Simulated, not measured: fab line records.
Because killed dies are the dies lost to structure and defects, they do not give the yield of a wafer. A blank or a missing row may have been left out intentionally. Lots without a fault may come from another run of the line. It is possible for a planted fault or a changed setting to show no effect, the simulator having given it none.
Chamber matching :: flow n5-finfet :: rie-diel-06 running N5_FIN_SAQP_SPACER2_ETCHBACK_29: 4 sister chambers
The step etches SiO2 in CHF3/O2, target depth 12.2 nm, time 6.1 s. 4 wafers are shown with their chamber, then 7 later ones without.

== EACH WAFER AND ITS CHAMBER ==
wafer: L075.4
chamber: 1
drypump-motor-current-A (A): 5.7

wafer: L086.1
chamber: 2
drypump-motor-current-A (A): 6.0

wafer: L087.2
chamber: 3
drypump-motor-current-A (A): 4.9

wafer: L087.5
chamber: 0
drypump-motor-current-A (A): 6.9

== WAFERS WITH NO CHAMBER GIVEN ==
wafer: L087.6
drypump-motor-current-A (A): 5.7

wafer: L093.1
drypump-motor-current-A (A): 5.7

wafer: L093.4
drypump-motor-current-A (A): 5.9

wafer: L093.5
drypump-motor-current-A (A): 5.7

wafer: L096.2
drypump-motor-current-A (A): 4.9

wafer: L096.3
drypump-motor-current-A (A): 6.0

wafer: L096.6
drypump-motor-current-A (A): 5.7

== EACH ONE'S CHAMBER ==
wafer: L087.6
from the rows above: 1
in truth: 1

wafer: L093.1
from the rows above: 1
in truth: 1

wafer: L093.4
from the rows above: 2
in truth: 2

wafer: L093.5
from the rows above: 1
in truth: 1

wafer: L096.2
from the rows above: 3
in truth: 3

wafer: L096.3
from the rows above: 2
in truth: 2

wafer: L096.6
from the rows above: 1
in truth: 1
Placed correctly: 7 of 7. Can't be placed from these rows: 0. Wrongly placed: 0.
How it was worked out, from the rows above alone: a wafer's distance from a chamber is the root of the sum, over the readings, of the square of ((its reading less the chamber's mean) divided by the reading's scatter). The wafer belongs to the nearest chamber; if the next one is less than 2 further off, it can't be placed. Each chamber's mean is taken over the wafers shown for it. The scatter: root of mean squared gap, hidden wafer to nearest shown wafer, with one shown wafer a chamber.
